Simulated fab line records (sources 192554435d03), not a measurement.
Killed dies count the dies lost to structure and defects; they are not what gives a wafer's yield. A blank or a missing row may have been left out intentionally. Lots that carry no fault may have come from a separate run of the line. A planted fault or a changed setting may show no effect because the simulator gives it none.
What tool caused it? | flow n5-finfet | Sampling: 8 lots, 24 wafers, 6 of 1938 route steps

WHAT THE GAUGES READ, wafer by wafer
N5_SD_EPI_N_CD_MEAS_09 targets a cd of 120 nm. Usual: 119.7 nm for cd-nm, sd 0.58.
lot  | measured    | on        | cd-nm (nm)        | flag
L568 | day 3 13:17 | cd-sem-01 | 119.8 119.7 119.5 |
L570 | day 4 05:50 | cd-sem-02 | 120.0 120.3 119.4 |
L573 | day 4 22:08 | cd-sem-01 | 120.0 120.2 119.6 |
L579 | day 6 07:46 | cd-sem-01 | 119.8 120.0 120.0 |
L580 | day 6 14:34 | cd-sem-02 | 119.6 119.6 120.1 |
L586 | day 8 01:49 | cd-sem-02 | 120.0 121.0 120.0 |
L587 | day 8 09:52 | cd-sem-01 | 119.2 119.1 119.3 |
L588 | day 8 15:32 | cd-sem-02 | 120.1 121.1 120.8 |

N5_BEOL_M4_RC_MEAS_101. Usual: DIBL_N 35.9 mV/V, standard deviation 1.3; DIBL_P 36.3 mV/V, standard deviation 1.5; IOFF_N 0.153 nA/um, standard deviation 0.023; IOFF_P 0.208 nA/um, standard deviation 0.028; ION_N 672 uA/um, standard deviation 9.7; ION_P 462 uA/um, standard deviation 6.6; REXT_N 75.3 ohm.um, standard deviation 1.4; SS_N 71.5 mV/dec, standard deviation 0.53; SS_P 73.3 mV/dec, standard deviation 0.59; VT_N 250.4 mV, standard deviation 2.7; VT_P -250.5 mV, standard deviation 3.
lot  | measured     | on        | DIBL_N (mV/V)  | DIBL_P (mV/V)  | IOFF_N (nA/um)    | IOFF_P (nA/um)    | ION_N (uA/um) | ION_P (uA/um) | REXT_N (ohm.um) | SS_N (mV/dec)  | SS_P (mV/dec)  | VT_N (mV)         | VT_P (mV)            | flag
L568 | day 9 02:06  | prober-02 | 34.1 33.4 34.4 | 36.7 36.1 36.6 | 0.150 0.139 0.148 | 0.207 0.206 0.195 | 674 665 664   | 467 463 455   | 77.8 78.8 78.5  | 71.5 71.5 71.6 | 73.5 73.4 73.8 | 247.2 248.8 246.3 | -250.3 -250.9 -252.2 |
L570 | day 9 11:50  | prober-02 | 35.4 35.8 35.4 | 35.4 35.4 35.4 | 0.143 0.147 0.144 | 0.196 0.200 0.190 | 674 677 669   | 466 456 460   | 73.8 73.4 73.4  | 71.4 70.9 71.3 | 72.8 72.8 72.3 | 250.7 249.8 251.7 | -251.0 -250.4 -251.9 |
L573 | day 10 09:09 | prober-01 | 37.4 37.9 38.0 | 38.0 38.7 39.7 | 0.171 0.185 0.196 | 0.221 0.240 0.259 | 674 677 682   | 466 466 477   | 75.6 75.2 75.4  | 72.1 70.7 72.0 | 74.5 74.4 74.4 | 248.5 249.1 246.2 | -248.4 -250.1 -249.4 |
L579 | day 12 10:47 | prober-02 | 30.4 32.0 33.2 | 35.9 37.8 39.1 | 0.077 0.089 0.100 | 0.200 0.235 0.258 | 621 621 630   | 456 462 466   | 86.1 87.2 87.2  | 70.1 70.9 70.9 | 72.8 73.3 73.7 | 259.9 258.9 257.9 | -248.3 -248.9 -249.0 | OFF
L580 | day 12 04:38 | prober-02 | 32.0 33.4 32.5 | 38.5 39.6 38.3 | 0.116 0.126 0.113 | 0.288 0.301 0.290 | 650 628 640   | 482 470 475   | 85.2 86.5 85.6  | 70.9 72.1 71.2 | 74.1 74.6 73.8 | 250.3 253.2 253.1 | -244.9 -244.2 -243.0 | OFF
L586 | day 13 21:12 | prober-01 | 35.8 32.8 34.9 | 38.0 34.6 37.1 | 0.168 0.121 0.152 | 0.216 0.176 0.203 | 673 669 685   | 462 460 474   | 74.7 75.6 74.2  | 71.5 71.3 71.5 | 73.4 72.8 73.5 | 249.3 251.3 252.4 | -252.6 -253.5 -249.4 |
L587 | day 14 01:19 | prober-02 | 37.1 36.4 36.6 | 38.5 37.5 37.4 | 0.190 0.170 0.165 | 0.239 0.215 0.209 | 690 691 679   | 472 468 462   | 77.4 76.1 75.9  | 71.4 71.4 71.7 | 74.4 74.6 73.0 | 247.0 248.6 249.0 | -248.6 -250.0 -248.8 |
L588 | day 14 04:28 | prober-02 | 34.8 35.1 36.2 | 35.7 36.5 37.1 | 0.130 0.138 0.155 | 0.177 0.189 0.208 | 667 674 671   | 465 461 459   | 75.5 74.2 74.5  | 71.1 71.4 71.0 | 73.4 72.4 73.0 | 252.7 252.6 252.4 | -253.0 -253.8 -251.6 |

TOOL THAT RAN EACH LOT (tool first, then ch and the chambers of the sampled wafers, then the start)
lot  | N5_DUMMY_GATE_ETCH_42             | N5_DUMMY_GATE_STRIP_48            | N5_SPACER0_ALD_00                | N5_SD_EPI_P_VAPOR_ETCH_44
L568 | rie-diel-04 ch 0,1,3, day 3 12:10 | rie-diel-04 ch 0,1,3, day 3 12:13 | ald-sin-04 ch 0,2,3, day 3 12:35 | epi-rpcvd-02 ch 0, day 3 19:04
L570 | rie-diel-04 ch 1,2, day 4 03:43   | rie-diel-04 ch 1,2, day 4 03:46   | ald-sin-03 ch 0,1, day 4 05:01   | epi-rpcvd-02 ch 0, day 4 14:37
L573 | rie-diel-02 ch 0,3, day 4 19:59   | rie-diel-02 ch 0,3, day 4 20:02   | ald-sin-03 ch 0,3, day 4 21:20   | epi-rpcvd-02 ch 0, day 5 05:12
L579 | rie-diel-04 ch 0,2,3, day 6 06:31 | rie-diel-04 ch 0,2,3, day 6 06:34 | ald-sin-03 ch 0,2,3, day 6 06:58 | epi-rpcvd-02 ch 0, day 6 14:55
L580 | rie-diel-02 ch 0,3, day 6 13:27   | rie-diel-02 ch 0,3, day 6 13:29   | ald-sin-03 ch 1,2,3, day 6 13:52 | epi-rpcvd-02 ch 0, day 6 21:42
L586 | rie-diel-04 ch 0,2, day 8 00:34   | rie-diel-04 ch 0,2, day 8 00:37   | ald-sin-02 ch 2,3, day 8 01:00   | epi-rpcvd-04 ch 0, day 8 08:26
L587 | rie-diel-02 ch 1,2,3, day 8 08:18 | rie-diel-02 ch 1,2,3, day 8 08:20 | ald-sin-04 ch 1,3, day 8 09:02   | epi-rpcvd-01 ch 0, day 8 17:22
L588 | rie-diel-01 ch 0,2,3, day 8 14:18 | rie-diel-01 ch 0,2,3, day 8 14:20 | ald-sin-02 ch 0,2,3, day 8 14:43 | epi-rpcvd-01 ch 0, day 8 21:33
- N5_DUMMY_GATE_ETCH_42: etches SiO2 in CHF3/O2, target depth 3.5 nm, time 31 s.
- N5_DUMMY_GATE_STRIP_48: strips in N2/H2, time 20 s.
- N5_SPACER0_ALD_00: deposits SiOCN, target thk 3.5 nm, pulse time 3 s, purge time 2 s.
- N5_SD_EPI_P_VAPOR_ETCH_44: etches SiGe30 in NF3/Ar, time 3.3 s.

AS READ BY THE TOOLS THEMSELVES (means over the sampled wafers that have a number; for cases with no such wafer, the mark the record gives instead)
N5_DUMMY_GATE_ETCH_42. Usual: drypump-motor-current-A 5.5 A, standard deviation 0.35; oes-product-au 0.78 a.u., standard deviation 0.093; rf-vpp-V 42.5 V, standard deviation 0.79; showerhead-plenum-p-Torr 2.42 Torr, standard deviation 0.088; throttle-valve-pct 18.75 %, standard deviation 0.19.
lot  | tool        | drypump-motor-current-A (A) | oes-product-au (a.u.) | rf-vpp-V (V) | showerhead-plenum-p-Torr (Torr) | throttle-valve-pct (%) | flag
L568 | rie-diel-04 | 5.1                         | 0.79                  | 42.3         | 2.38                            | 18.76                  |
L570 | rie-diel-04 | 5.3                         | 0.87                  | 42.2         | 2.41                            | 18.80                  |
L573 | rie-diel-02 | 5.8                         | 0.73                  | 42.1         | 2.50                            | 18.89                  |
L579 | rie-diel-04 | 5.2                         | 0.73                  | 43.0         | 2.42                            | 18.75                  |
L580 | rie-diel-02 | 5.8                         | 0.73                  | 41.9         | 2.49                            | 18.90                  |
L586 | rie-diel-04 | 5.1                         | 0.75                  | 42.1         | 2.49                            | 18.75                  |
L587 | rie-diel-02 | 5.9                         | 0.81                  | 42.5         | 2.46                            | 18.76                  |
L588 | rie-diel-01 | 5.5                         | 0.79                  | 42.8         | 2.39                            | 18.54                  |

N5_DUMMY_GATE_STRIP_48. Usual: drypump-motor-current-A 5.5 A, standard deviation 0.35; oes-product-au 0.78 a.u., standard deviation 0.093; rf-vpp-V 45.2 V, standard deviation 0.86; showerhead-plenum-p-Torr 3.39 Torr, standard deviation 0.12; throttle-valve-pct 12.20 %, standard deviation 0.25.
lot  | tool        | drypump-motor-current-A (A) | oes-product-au (a.u.) | rf-vpp-V (V) | showerhead-plenum-p-Torr (Torr) | throttle-valve-pct (%) | flag
L568 | rie-diel-04 | 5.1                         | 0.78                  | 45.3         | 3.34                            | 12.22                  |
L570 | rie-diel-04 | 5.3                         | 0.86                  | 45.5         | 3.38                            | 12.13                  |
L573 | rie-diel-02 | 5.9                         | 0.73                  | 45.0         | 3.48                            | 12.37                  |
L579 | rie-diel-04 | 5.2                         | 0.72                  | 45.7         | 3.41                            | 12.26                  |
L580 | rie-diel-02 | 5.8                         | 0.72                  | 46.0         | 3.47                            | 12.40                  |
L586 | rie-diel-04 | 5.1                         | 0.74                  | 45.8         | 3.50                            | 12.26                  |
L587 | rie-diel-02 | 5.9                         | 0.80                  | 45.3         | 3.43                            | 12.17                  |
L588 | rie-diel-01 | 5.5                         | 0.78                  | 45.4         | 3.35                            | 11.98                  |

N5_SPACER0_ALD_00. Usual: chamber-pressure-Torr 2.000 Torr, standard deviation 0.0041; heater-power-outer-w 551 W, standard deviation 61; heater-power-w 879 W, standard deviation 94; precursor-pulse-height-rel 0.999, standard deviation 0.022; susceptor-temp-C 400.01 C, standard deviation 0.23.
lot  | tool       | chamber-pressure-Torr (Torr) | heater-power-outer-w (W) | heater-power-w (W) | precursor-pulse-height-rel | susceptor-temp-C (C) | flag
L568 | ald-sin-04 | 1.999                        | 574                      | 904                | 0.996                      | 400.21               |
L570 | ald-sin-03 | 1.997                        | 536                      | 896                | 0.994                      | 400.06               |
L573 | ald-sin-03 | 2.003                        | 530                      | 842                | 1.007                      | 399.73               |
L579 | ald-sin-03 | 2.001                        | 514                      | 817                | 0.989                      | 399.96               |
L580 | ald-sin-03 | 1.994                        | 502                      | 792                | 1.012                      | 400.18               |
L586 | ald-sin-02 | 2.003                        | 588                      | 891                | 1.003                      | 400.15               |
L587 | ald-sin-04 | 2.000                        | 532                      | 830                | 0.996                      | 399.75               |
L588 | ald-sin-02 | 1.996                        | 611                      | 956                | 0.983                      | 400.04               |

N5_SD_EPI_P_VAPOR_ETCH_44. Usual: 25.02 C for susceptor-temp-C, sd 0.096.
lot  | tool         | susceptor-temp-C (C) | flag
L568 | epi-rpcvd-02 | 24.93                |
L570 | epi-rpcvd-02 | 25.11                |
L573 | epi-rpcvd-02 | 24.95                |
L579 | epi-rpcvd-02 | 24.94                |
L580 | epi-rpcvd-02 | 24.98                |
L586 | epi-rpcvd-04 | 25.06                |
L587 | epi-rpcvd-01 | 25.03                |
L588 | epi-rpcvd-01 | 25.05                |

THE ANSWER, worked out from the rows above alone
Rule: take the mean of a lot's wafers that have a number; if it is more than 3 standard deviations from the usual mean, the lot is off. A lot without any number at a reading at which 4 lots or more have one is off too. Where the step has rows for the other lots, those lots are counted as sound. First the gauges in route order, then the tools' own readings, where a lot's mean is used as printed above. At the first step where some lot is off, the reading lying furthest off is the one used; lots without a number count as furthest.
Off: L579, L580, seen at N5_BEOL_M4_RC_MEAS_101 (REXT_N).
If a tool, at a process step before that reading, ran all the lots that are off and no sound lot after the first of them, it fits. Those tools and the gauges at N5_BEOL_M4_RC_MEAS_101 are tried in the same way. This does not decide it: 2 tools fit, namely ald-sin-03 at N5_SPACER0_ALD_00 and epi-rpcvd-02 at N5_SD_EPI_P_VAPOR_ETCH_44.

WHAT WAS PUT IN BY THE SIMULATOR
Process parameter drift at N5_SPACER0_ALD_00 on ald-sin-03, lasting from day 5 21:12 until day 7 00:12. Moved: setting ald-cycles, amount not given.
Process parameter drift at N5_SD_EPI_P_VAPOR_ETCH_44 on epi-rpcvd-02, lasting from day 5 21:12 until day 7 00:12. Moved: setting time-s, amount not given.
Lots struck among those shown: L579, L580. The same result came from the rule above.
